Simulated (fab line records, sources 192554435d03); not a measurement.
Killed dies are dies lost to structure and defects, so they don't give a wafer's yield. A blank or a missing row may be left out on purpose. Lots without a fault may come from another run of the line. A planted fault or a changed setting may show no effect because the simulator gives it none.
Chamber matching | flow n5_finfet | N5_BEOL_M7_STRIP_67 on rie_diel-06: 4 sister chambers
The step strips in CF4. 4 wafers are shown with their chamber, then 10 later ones without.

WAFERS WITH THEIR CHAMBER
wafer  | chamber | throttle_valve_pct (%)
L086.1 | 1       | 13.09
L086.3 | 2       | 13.92
L086.4 | 0       | 13.29
L086.5 | 3       | 13.31

WAFERS WITHOUT THEIR CHAMBER
wafer  | throttle_valve_pct (%)
L086.6 | 13.92
L088.3 | 13.09
L088.4 | 13.34
L088.6 | 13.09
L089.3 | 13.34
L089.4 | 13.94
L089.6 | 13.30
L097.2 | 13.36
L097.4 | 13.14
L097.6 | 13.40

WHICH CHAMBER EACH WENT THROUGH
wafer  | from the rows above     | in truth
L086.6 | 2                       | 2
L088.3 | 1                       | 1
L088.4 | can't be placed: 3 or 0 | 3
L088.6 | 1                       | 1
L089.3 | can't be placed: 3 or 0 | 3
L089.4 | 2                       | 2
L089.6 | can't be placed: 3 or 0 | 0
L097.2 | can't be placed: 3 or 0 | 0
L097.4 | 1                       | 1
L097.6 | can't be placed: 3 or 0 | 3
Placed correctly: 5 of 10. Can't be placed from these rows: 5 (the true chamber is among the candidates in 5). Placed wrongly: 0.
How it was worked out, from the rows above alone: a wafer's distance from a chamber is the root of the sum, over the readings, of the square of ((its reading less the chamber's mean) divided by the reading's scatter). The wafer belongs to the nearest chamber; if the next one is less than 2 further off, it can't be placed. A chamber's mean is the mean of its shown wafers. The scatter: with one shown wafer a chamber, the root of the mean of the squares of how far each hidden wafer lies from its nearest shown one.
